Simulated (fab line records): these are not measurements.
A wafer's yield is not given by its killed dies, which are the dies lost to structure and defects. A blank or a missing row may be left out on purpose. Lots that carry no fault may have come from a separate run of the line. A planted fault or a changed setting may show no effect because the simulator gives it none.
Matching of chambers | flow n5_finfet | N5_HKMG_FIN_CMP_23 on cmp-02: 4 sister chambers
The step polishes, stops on SiNx, t overpolish 10 s, target thk 46.326 nm. 8 wafers are shown with their chamber, then 10 later ones without.

## WAFERS, EACH WITH ITS CHAMBER
wafer  | chamber | motor_current_A (A) | time_to_endpoint_s (s)
L086.4 | 3       | 12.7                | 7
L090.2 | 0       | 11.4                | 12
L090.3 | 3       | 12.1                | 13
L091.3 | 1       | 14.5                | 17
L091.4 | 2       | 9.0                 | 13
L091.6 | 1       | 13.3                | 17
L093.1 | 2       | 9.5                 | 8
L093.4 | 0       | 10.5                | 12

## WAFERS WITH NO CHAMBER GIVEN
wafer  | motor_current_A (A) | time_to_endpoint_s (s)
L093.6 | 13.9                | 14
L094.1 | 8.9                 | 9
L094.2 | 12.3                | 12
L094.3 | 14.0                | 13
L096.2 | 9.3                 | 9
L096.3 | 10.7                | 12
L096.5 | 13.9                | 12
L097.2 | 11.2                | 10
L097.4 | 12.7                | 9
L097.5 | 14.4                | 13

## WHICH CHAMBER EACH ONE RAN IN
wafer  | from the rows above     | in truth
L093.6 | can't be placed: 1 or 3 | 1
L094.1 | 2                       | 2
L094.2 | can't be placed: 3 or 0 | 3
L094.3 | can't be placed: 1 or 3 | 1
L096.2 | 2                       | 2
L096.3 | 0                       | 0
L096.5 | can't be placed: 1 or 3 | 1
L097.2 | can't be placed: 0 or 3 | 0
L097.4 | 3                       | 3
L097.5 | can't be placed: 1 or 3 | 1
Correct placement for 4 of the 10. Can't be placed from these rows: 6 (the true chamber is among the candidates in 6). Wrongly placed: 0.
How it was worked out, from the rows above alone: a wafer's distance from a chamber is the root of the sum, over the readings, of the square of ((its reading less the chamber's mean) divided by the reading's scatter). The wafer belongs to the nearest chamber; if the next one is less than 2 further off, it can't be placed. For every chamber, the mean is computed from those of its wafers that are shown. How the scatter is found: for the shown wafers, subtract from each reading the mean of its chamber, square and add these, divide the total by (wafers less chambers), then take the root.
